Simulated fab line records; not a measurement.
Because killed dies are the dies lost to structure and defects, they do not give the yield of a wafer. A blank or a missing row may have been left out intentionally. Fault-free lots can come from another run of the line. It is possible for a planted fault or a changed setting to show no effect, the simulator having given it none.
Matching of chambers    flow n5Finfet    N5_HKMG_FIN_ETCH_67 on rieDiel-05 has 4 sister chambers
The step etches SOC in N2/H2, stops on TiN, target depth 388.9 nm. 4 wafers are shown with their chamber, then 7 later ones without.

## WAFERS PAIRED WITH THEIR CHAMBERS
wafer   chamber  drypumpMotorCurrentA (A)
L077.1  0        4.8
L083.4  2        5.3
L094.1  1        5.3
L094.4  3        6.3

## WAFERS WITHOUT THEIR CHAMBER
wafer   drypumpMotorCurrentA (A)
L094.6  6.3
L096.1  4.8
L096.3  5.3
L096.4  6.3
L097.2  4.8
L097.5  6.4
L097.6  4.8

## WHICH CHAMBER EACH ONE RAN IN
wafer   from the rows above      in truth
L094.6  3                        3
L096.1  0                        0
L096.3  can't be placed: 1 or 2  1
L096.4  3                        3
L097.2  0                        0
L097.5  3                        3
L097.6  0                        0
6 of 7 placed correctly. Not placeable from these rows: 1 (in 1, the candidates include the true chamber). Number placed wrongly: 0.
How it was worked out, from the rows above alone: a wafer's distance from a chamber is the root of the sum, over the readings, of the square of ((its reading less the chamber's mean) divided by the reading's scatter). If the next closest chamber is less than 2 further off than the closest, the wafer can't be placed; otherwise it belongs to the closest. The mean given for a chamber averages the wafers shown for that chamber. The scatter: root of mean squared gap, hidden wafer to nearest shown wafer, with one shown wafer a chamber.
